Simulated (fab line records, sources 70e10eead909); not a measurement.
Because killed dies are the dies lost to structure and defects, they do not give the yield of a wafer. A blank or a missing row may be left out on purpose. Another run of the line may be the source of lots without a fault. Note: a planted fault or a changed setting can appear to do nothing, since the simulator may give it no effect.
fab line records	flow nand-harc
[record] lots = 15	wafers = 45	last-day = 30
route steps=1302 shown P_CONTACT@232 P_M0@253
lots untouched by any fault: they come from a run of this same line in which no faults occurred
start-h: hours from the record's opening day to when the first of the lot's shown wafers began	wait-h: how many hours have passed since the lot's step before this one	" unchanged from the row above	L1.1+2: a single row standing in for several wafers	- either no value or no given start	* or withheld: withheld	< > ~ a bound
route shown NAME@n: NAME is a module with steps in the file, n the number in the route of the first one	usual: the fault-free wafers' mean and standard deviation	same: alike in all rows	chamber/n: place in a boat	sites: the reading at each site	_std_site: the standard deviation of these	_edge_site: mean of outer sites minus mean of inner sites	radius-mm: for every site, how far away it sits from the centre of the wafer	mask NAME#n: copy n	behind: the most recent tool/chamber to have shaped the wafer	hold: cause of the lot's hold/its duration in hours/its outcome	device: names the non-switching transistor (n, p or np)	end of line: tests of these same wafers at the route's end	a step with no rows: only its recipe	killed: count of dies lost to structure and defects at first sort (not the wafer's yield)	map: the dies of a wafer, with x for killed, . for not killed, _ for no die there
set.NAME: the run value of the setting; set.NAME@STEP: its run value at that earlier step	model.NAME: the simulator's own value behind a step, which no gauge read
one table for each step of the route and one row for each wafer, over a sample of lots
services: when a tool's chamber went out of use (start-h, in hours from the record's first day, below 0 if earlier), for how many hours, and the reason
[[steps]]
[step NHARC_P_CONTACT_CD_MEAS_12]
[recipe] target-cd-nm = 90	landing-energy-ev = 500
[usual] cd-nm = 90.0/0.6
lot.wafer	tool	chamber	start-h	wait-h	cd-nm
L870.1	cd-sem-01	0	123.64	-	89.1
L870.2	"	0	"	"	90.7
L870.6	"	0	"	"	90.2
L872.1	cd-sem-01	0	134.38	-	91.1
L872.2	"	0	"	"	90.3
L872.5	"	0	"	"	91.1
L873.2	cd-sem-03	0	151.59	-	89.6
L873.4	"	0	"	"	89.6
L873.6	"	0	"	"	89.1
L875.1	cd-sem-02	0	164.73	-	90.1
L875.2	"	0	"	"	90.2
L875.5	"	0	"	"	89.3
L876.3	cd-sem-03	0	180.55	-	90.5
L876.5	"	0	"	"	90.3
L876.6	"	0	"	"	90.8
L877.1	cd-sem-03	0	181.42	-	90.6
L877.3	"	0	"	"	90.6
L877.6	"	0	"	"	90.8
L879.1	cd-sem-02	0	206.02	-	90.2
L879.2	"	0	"	"	90.7
L879.5	"	0	"	"	91.3
L880.3	cd-sem-02	0	219.74	-	90.5
L880.5	"	0	"	"	89.3
L880.6	"	0	"	"	90.7
L881.3	cd-sem-02	0	222.62	-	89.6
L881.5	"	0	"	"	89.0
L881.6	"	0	"	"	89.3
L882.2	cd-sem-01	0	240.64	-	90.0
L882.3	"	0	"	"	89.9
L882.6	"	0	"	"	89.2
L884.4	cd-sem-02	0	262.84	-	89.7
L884.5	"	0	"	"	90.7
L884.6	"	0	"	"	89.7
L885.1	cd-sem-02	0	264.47	-	90.5
L885.3	"	0	"	"	90.1
L885.4	"	0	"	"	90.2
L889.2	cd-sem-01	0	302.80	-	90.5
L889.3	"	0	"	"	89.8
L889.5	"	0	"	"	90.2
L890.1	cd-sem-03	0	317.28	-	90.0
L890.3	"	0	"	"	89.9
L890.6	"	0	"	"	88.8
L891.1	cd-sem-03	0	327.52	-	89.5
L891.4	"	0	"	"	89.9
L891.5	"	0	"	"	89.8
[step NHARC_P_CONTACT_CVD_23]
[recipe] target-thk-a = 2000	temp-c = 300	pressure-torr = 40	wf6-flow-sccm = 40	h2-flow-sccm = 1600	ar-flow-sccm = 1560	time-s = 557	material = W
[usual] heater-power-outer-w = 291/16	heater-power-w = 492/32	throttle-valve-pct = 8.1/0.31
lot.wafer	tool	chamber	start-h	wait-h	heater-power-outer-w	heater-power-w	throttle-valve-pct
L870.1	cvd-w-02	1	-	-	309	517	8.1
L870.2	"	0	"	"	291	488	7.9
L870.6	"	1	"	"	300	520	8.0
L872.2	cvd-w-01	0	-	-	273	442	8.0
L872.1	"	1	"	"	293	509	8.7
L872.5	"	1	"	"	296	511	8.8
L873.2	cvd-w-02	1	-	-	296	515	7.9
L873.4	"	0	"	"	295	483	8.1
L873.6	"	0	"	"	304	500	7.9
L875.1	cvd-w-02	1	-	-	297	516	8.0
L875.2	"	0	"	"	301	476	8.3
L875.5	"	0	"	"	295	472	7.9
L876.3	cvd-w-01	0	-	-	270	447	7.8
L876.5	"	0	"	"	268	465	8.0
L876.6	"	1	"	"	295	503	8.7
L877.1	cvd-w-02	1	-	-	309	512	7.8
L877.3	"	1	"	"	310	525	8.1
L877.6	"	0	"	"	292	488	8.1
L879.1	cvd-w-02	0	-	-	306	490	8.2
L879.2	"	1	"	"	293	523	7.9
L879.5	"	1	"	"	304	516	7.7
L880.3	cvd-w-02	1	-	-	298	515	7.9
L880.5	"	0	"	"	292	488	8.3
L880.6	"	1	"	"	305	520	8.0
L881.3	cvd-w-01	0	-	-	249	430	7.7
L881.6	"	1	"	"	302	523	8.3
L881.5	"	0	"	"	261	438	7.8
L882.2	cvd-w-02	0	-	-	295	493	7.9
L882.3	"	1	"	"	300	511	7.9
L882.6	"	1	"	"	304	519	8.0
L884.4	cvd-w-01	1	-	-	297	512	8.2
L884.6	"	1	"	"	305	519	8.4
L884.5	"	0	"	"	258	437	7.8
L885.1	cvd-w-01	0	-	-	258	435	7.9
L885.3	"	0	"	"	260	430	7.9
L885.4	"	1	"	"	309	520	8.6
L889.2	cvd-w-01	0	-	-	267	435	8.3
L889.3	"	0	"	"	262	445	7.9
L889.5	"	1	"	"	298	521	8.2
L890.1	cvd-w-02	0	-	-	297	479	8.4
L890.3	"	1	"	"	306	536	7.7
L890.6	"	1	"	"	322	514	7.8
L891.1	cvd-w-02	1	-	-	300	527	7.9
L891.4	"	1	"	"	313	536	7.8
L891.5	"	0	"	"	287	479	8.1
[step NHARC_P_M0_DEP_00]
[recipe] target-thk-a = 1500	target-thk-nm = 150	temp-c = withheld	pressure-torr = 5	flow-sccm = 200	rf-w = 600	material = SiOC
[usual] chamber-pressure-Torr = 4.999/0.011	rf-fwd-power-W = 598.6/1.7
lot.wafer	tool	chamber	start-h	wait-h	chamber-pressure-Torr	rf-fwd-power-W
L870.2	pecvd-04	0	126.97	0.1	5.022	595.5
L870.1	"	1	"	"	4.992	598.9
L870.6	"	2	"	"	5.033	596.1
L872.2	pecvd-04	1	138.24	0.1	4.997	598.4
L872.1	"	2	"	"	5.015	600.2
L872.5	"	0	"	"	4.993	599.7
L873.2	pecvd-04	1	155.29	0.2	5.010	599.6
L873.6	"	0	"	"	4.979	597.6
L873.4	"	1	"	"	5.017	600.9
L875.2	pecvd-04	1	168.09	0.1	5.005	599.9
L875.1	"	0	"	"	4.994	599.4
L875.5	"	0	"	"	4.972	598.5
L876.3	pecvd-04	2	184.05	0.2	4.993	595.9
L876.6	"	1	"	"	4.996	602.1
L876.5	"	2	"	"	4.990	595.4
L877.3	pecvd-03	1	184.74	0.1	5.010	600.9
L877.1	"	2	"	"	5.009	598.4
L877.6	"	1	"	"	5.017	597.1
L879.2	pecvd-04	2	209.60	0.1	5.007	600.2
L879.1	"	0	"	"	4.974	598.4
L879.5	"	2	"	"	4.986	599.6
L880.3	pecvd-03	0	223.11	0.1	5.001	596.6
L880.5	"	2	"	"	5.008	595.1
L880.6	"	0	"	"	4.994	597.7
L881.3	pecvd-03	0	225.94	0.1	4.997	599.2
L881.6	"	1	"	"	5.006	597.2
L881.5	"	2	"	"	5.003	597.1
L882.3	pecvd-03	1	244.26	0.1	4.997	597.1
L882.2	"	2	"	"	4.995	597.5
L882.6	"	0	"	"	4.998	597.8
L884.5	pecvd-03	0	266.30	0.2	5.010	599.8
L884.6	"	1	"	"	5.003	598.6
L884.4	"	2	"	"	5.006	600.4
L885.3	pecvd-03	2	267.85	0.1	5.011	600.7
L885.1	"	0	"	"	4.989	598.4
L885.4	"	2	"	"	4.995	599.3
L889.2	pecvd-03	0	306.17	0.1	-	-
L889.3	"	1	"	"	-	-
L889.5	"	0	"	"	-	-
L890.3	pecvd-02	2	320.79	0.1	-	-
L890.1	"	0	"	"	-	-
L890.6	"	2	"	"	-	-
L891.1	pecvd-04	0	330.87	0.1	-	-
L891.4	"	0	"	"	-	-
L891.5	"	1	"	"	-	-
[step NHARC_P_M0_DESCUM_14]
[recipe] time-s = 3	o2-flow-sccm = 200	ar-flow-sccm = 0	bias-power-w = 0	chemistry = O2
[usual] drypump-motor-current-A = 5.7/0.46	oes-product-au = 1.002/0.012	rf-vpp-V = 57.8/0.82	showerhead-plenum-p-Torr = 1.89/0.078	throttle-valve-pct = 11.309/0.0081
lot.wafer	tool	chamber	start-h	wait-h	drypump-motor-current-A	oes-product-au	rf-hours-counter-h	rf-vpp-V	showerhead-plenum-p-Torr	throttle-valve-pct
L870.2	rie-diel-04	3	128.00	0.1	5.7	0.989	16	56.8	1.92	11.311
L870.1	"	0	"	"	5.5	1.013	24	58.1	1.88	11.314
L870.6	"	3	"	"	5.7	0.995	-	58.0	1.92	11.317
L872.1	rie-diel-13	3	139.09	0.1	5.3	0.980	44	57.1	1.78	11.309
L872.2	"	2	"	"	5.6	0.995	46	56.7	1.87	11.301
L872.5	"	0	"	"	6.5	0.998	-	57.4	1.90	11.305
L873.2	rie-diel-04	0	156.09	0.1	5.5	1.010	29	57.0	1.88	11.310
L873.4	"	2	"	"	5.7	1.000	29	57.3	1.91	11.304
L873.6	"	0	"	"	5.5	1.020	-	56.3	1.88	11.311
L875.2	rie-diel-11	3	168.99	0.1	6.2	0.996	26	57.9	1.77	11.320
L875.1	"	0	"	"	6.0	1.012	29	58.8	2.07	11.320
L875.5	"	0	"	"	6.0	1.009	-	57.8	2.07	11.323
L876.3	rie-diel-11	0	185.00	0.1	6.0	1.012	33	57.0	2.06	11.321
L876.5	"	1	"	"	6.3	1.005	-	57.6	1.92	11.310
L876.6	"	2	"	"	5.3	1.010	-	57.6	1.87	11.303
L877.3	rie-diel-11	1	185.78	0.1	6.3	1.003	36	57.9	1.92	11.304
L877.1	"	2	"	"	5.3	1.004	37	58.0	1.87	11.303
L877.6	"	3	"	"	6.2	0.998	-	57.8	1.77	11.303
L879.1	rie-diel-04	3	210.51	0.1	5.7	0.987	4	56.0	1.92	11.319
L879.2	"	1	"	"	5.2	0.988	3	57.1	1.82	11.342
L879.5	"	3	"	"	5.7	0.990	-	57.3	1.92	11.310
L880.3	rie-diel-04	1	224.10	0.1	5.2	0.997	5	58.9	1.82	11.326
L880.5	"	0	"	"	5.4	1.024	-	57.9	1.88	11.300
L880.6	"	1	"	"	5.2	0.990	-	57.6	1.82	11.308
L881.3	rie-diel-11	3	226.97	0.1	6.2	1.011	45	57.4	1.77	11.304
L881.6	"	1	"	"	6.3	1.014	-	58.6	1.91	11.302
L881.5	"	2	"	"	5.3	1.006	-	58.1	1.86	11.309
L882.3	rie-diel-13	0	245.26	0.1	6.5	0.998	24	57.4	1.89	11.318
L882.2	"	1	"	"	4.8	0.991	32	56.6	1.88	11.304
L882.6	"	3	"	"	5.2	0.992	-	57.1	1.77	11.314
L884.4	rie-diel-13	3	267.07	0.1	5.2	0.999	31	57.0	1.77	11.298
L884.5	"	1	"	"	4.8	0.997	-	57.7	1.87	11.320
L884.6	"	2	"	"	5.6	0.983	-	57.0	1.85	11.301
L885.1	rie-diel-11	3	268.82	0.1	6.2	1.004	1	58.2	2.08	11.304
L885.3	"	0	"	"	6.0	1.011	1	56.7	2.06	11.308
L885.4	"	2	"	"	5.3	1.027	1	58.2	1.86	11.322
L889.2	rie-diel-11	1	307.15	0.1	6.3	1.018	11	58.8	1.90	11.306
L889.3	"	3	"	"	6.2	1.009	11	58.7	2.07	11.306
L889.5	"	0	"	"	6.0	1.015	-	58.6	2.05	11.301
L890.3	rie-diel-13	2	321.67	0.1	5.7	0.989	54	56.4	1.85	11.316
L890.1	"	3	"	"	5.2	0.992	48	56.8	1.76	11.321
L890.6	"	2	"	"	5.6	0.988	-	57.1	1.85	11.302
L891.1	rie-diel-04	1	331.78	0.1	5.2	0.985	25	57.4	1.81	11.306
L891.4	"	2	"	"	5.7	1.010	24	57.8	1.90	11.316
L891.5	"	0	"	"	5.4	1.021	-	56.6	1.87	11.306
[[services]]
tool	chamber	start-h	hours	kind
rie-diel-11	1	103.05	3.1	repair
rie-diel-11	0	143.70	8.3	repair
pecvd-04	-	149.66	1.3	repair
rie-diel-11	3	159.50	6.7	repair
rie-diel-04	1	160.64	27.4	repair
rie-diel-13	-	165.23	9.0	pm
pecvd-02	-	176.27	1.7	repair
rie-diel-04	-	177.92	9.0	pm
cvd-w-02	-	178.78	1.1	repair
pecvd-03	-	185.02	13.0	pm
cvd-w-01	-	185.42	13.0	pm
pecvd-02	-	210.41	5.7	repair
rie-diel-04	2	222.96	7.9	repair
pecvd-02	-	227.34	13.0	pm
pecvd-03	-	243.28	0.3	repair
rie-diel-13	-	251.21	0.7	repair
rie-diel-11	-	255.59	9.0	pm
cvd-w-02	-	269.00	13.0	pm
cvd-w-02	0	269.00	13.0	vent-cycle
cvd-w-02	1	269.00	13.0	vent-cycle
pecvd-04	-	269.51	13.0	pm
rie-diel-11	3	270.66	5.1	repair
rie-diel-04	-	311.62	0.4	repair
rie-diel-04	2	319.12	6.4	repair
[[key]]
[first-sign] step = NHARC_P_M0_DEP_00	reading = tool-record	direction = missing
effect none on later readings
met-at NHARC_P_M0_DEP_00
struck-lots L889,L890,L891
later-rows-left-out L889.2,L889.3,L889.5,L890.1,L890.3,L890.6,L891.1,L891.4,L891.5
sort-left-out L889.2,L889.3,L889.5,L890.1,L890.3,L890.6,L891.1,L891.4,L891.5
not-acting-at NHARC_P_CONTACT_CD_MEAS_12,NHARC_P_CONTACT_CVD_23,NHARC_P_M0_DESCUM_14
onset-between 267.85 306.17
[fault] kind = skipped-step-whole	tool = pecvd-02,pecvd-03,pecvd-04	chamber = -	onset-h = 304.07	steps = NHARC_P_M0_DEP_00	scope = struck-lots-only
// sort-left-out: the simulated sort isn't trusted on such a fault, so these wafers' sort isn't shown, and their yield isn't known
// later-rows-left-out: the simulator's readings of these wafers behind a module that went badly wrong aren't trusted and aren't shown, but for the sort
